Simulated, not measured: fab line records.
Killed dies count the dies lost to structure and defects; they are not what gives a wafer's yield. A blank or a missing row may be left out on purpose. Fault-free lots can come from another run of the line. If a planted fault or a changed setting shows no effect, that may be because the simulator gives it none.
Matching of chambers ; flow nand_harc ; 4 sister chambers for NHARC_A_BLC_ETCH_16 on rie_diel-12
The step etches the open film in CF4, target depth 39 nm, time 65 s. 4 wafers are shown with their chamber, then 9 later ones without.

== WAFERS WITH THEIR CHAMBER ==
wafer;chamber;rf_fwd_power_W (W)
L084.6;2;297.5
L087.2;3;297.4
L087.4;1;299.6
L087.6;0;296.2

== WAFERS WHOSE CHAMBER IS MISSING ==
wafer;rf_fwd_power_W (W)
L091.2;297.6
L091.3;297.9
L091.5;297.7
L093.4;297.9
L093.5;295.9
L093.6;299.1
L095.1;299.2
L095.2;296.8
L095.6;297.7

== WHICH CHAMBER EACH ONE RAN IN ==
wafer;from the rows above;in truth
L091.2;can't be placed: 2 or 3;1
L091.3;can't be placed: 2 or 3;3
L091.5;can't be placed: 2 or 3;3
L093.4;can't be placed: 2 or 3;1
L093.5;0;0
L093.6;1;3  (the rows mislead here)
L095.1;1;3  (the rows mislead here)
L095.2;can't be placed: 3 or 0 or 2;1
L095.6;can't be placed: 2 or 3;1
Placed correctly: 1 of 9. Can't be placed from these rows: 6 (the true chamber is among the candidates in 2). Wrongly placed: 2.
How it was worked out, from the rows above alone: a wafer's distance from a chamber is the root of the sum, over the readings, of the square of ((its reading less the chamber's mean) divided by the reading's scatter). The wafer belongs to the nearest chamber; if the next one is less than 2 further off, it can't be placed. For every chamber, the mean is computed from those of its wafers that are shown. The scatter: with one shown wafer a chamber, the root of the mean of the squares of how far each hidden wafer lies from its nearest shown one.
